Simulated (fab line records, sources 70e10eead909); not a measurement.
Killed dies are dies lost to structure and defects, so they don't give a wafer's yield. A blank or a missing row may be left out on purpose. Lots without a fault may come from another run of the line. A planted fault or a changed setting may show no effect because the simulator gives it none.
A struck lot beside a sound one | flow nand_harc | 15 steps out of a route of 1159
Sound: wafers L288.4, L288.5, L288.6. Struck: wafer L296.2. (L296.1 of the same lot was not struck and is left out.) The cause comes at the end.
At each step with rows: each side's tool, then ch and its chambers, then its first start. Under that, the readings that differ: sound wafers | struck wafers | difference of the means | sigmas: that difference in standard deviations of wafers without a fault.
alike: readings whose means differ by less than 2 such deviations, and words and numbers that are the same on both sides. not compared: withheld readings, readings that some wafer has no value for, bounds like >300 that may hide the same value, and numbers for which the record gives no deviation and whose values overlap.
The two part at a step that has a row with sigmas, a row that says differs or no value, or rows on one side only. Numbers that don't overlap but have no deviation are shown without sigmas and don't part them. A reading that every wafer of one side lacks parts them only if that side has two wafers or more.

first, 1 step without rows for these wafers: NHARC_A_ONON_D1_DEP_06 (target thk 1000 nm).
NHARC_A_ONON_D1_THK_MEAS_08: measures by ellipsometry.
  sound on film_metro-02, day 8 15:30; struck on film_metro-01, day 11 02:30
  alike: thk_nm
then, 1 step without rows for these wafers: NHARC_A_ONON_D1_DEP_09 (target thk 1000 nm).
NHARC_A_ONON_D1_THK_MEAS_11: measures by ellipsometry.
  sound on film_metro-02, day 8 16:04; struck on film_metro-01, day 11 03:04
  alike: thk_nm
then, 1 step without rows for these wafers: NHARC_A_ONON_D1_DEP_12 (target thk 1000 nm).
NHARC_A_ONON_D1_THK_MEAS_14: measures by ellipsometry.
  sound on film_metro-01, day 8 16:38; struck on film_metro-01, day 11 03:38
  alike: thk_nm
then, 2 steps without rows for these wafers: NHARC_A_ONON_D1_ANNEAL_15 (time 3600 s); NHARC_A_ONON_D1_DEP_16 (target thk 1000 nm).
NHARC_A_ONON_D1_THK_MEAS_18: measures by ellipsometry.
  sound on film_metro-01, day 8 23:46; struck on film_metro-02, day 11 10:43
  alike: thk_nm
then, 1 step without rows for these wafers: NHARC_A_ONON_D1_DEP_19 (target thk 1000 nm).
NHARC_A_ONON_D1_THK_MEAS_21: measures by ellipsometry.
  sound on film_metro-01, day 9 00:20; struck on film_metro-01, day 11 11:17
  alike: thk_nm
NHARC_A_ONON_D1_DEP_22: target thk 1000 nm.
  sound on pecvd_onon-02 ch 0, day 9 00:34; struck on pecvd_onon-02 ch 0, day 11 11:20
  alike: n2o_flow_sccm
NHARC_A_ONON_D1_THK_MEAS_24: measures by ellipsometry.
  sound on film_metro-01, day 9 00:54; struck on film_metro-01, day 11 11:51
  reading     | sound       | struck | difference | sigmas
  thk_nm (nm) | 999 999 999 | 681    | -318       | -32
then, 1 step without rows for these wafers: NHARC_A_ONON_D1_DEP_25 (target thk 1000 nm).
-- the record jumps here: 11 days lie between the struck wafers' starts before and after (it left off in module A_ONON_D1 and takes up again in module END, whose first step shown is number 1159 of the route) --
NHARC_END_SORT_01:
  the record has rows for the struck wafers here (prober-02 ch 0, day 22 14:18) and none for the sound ones

WHERE THEY PART
First at NHARC_A_ONON_D1_THK_MEAS_24; last, within this record, at NHARC_END_SORT_01.

WHY: what the simulator had put in
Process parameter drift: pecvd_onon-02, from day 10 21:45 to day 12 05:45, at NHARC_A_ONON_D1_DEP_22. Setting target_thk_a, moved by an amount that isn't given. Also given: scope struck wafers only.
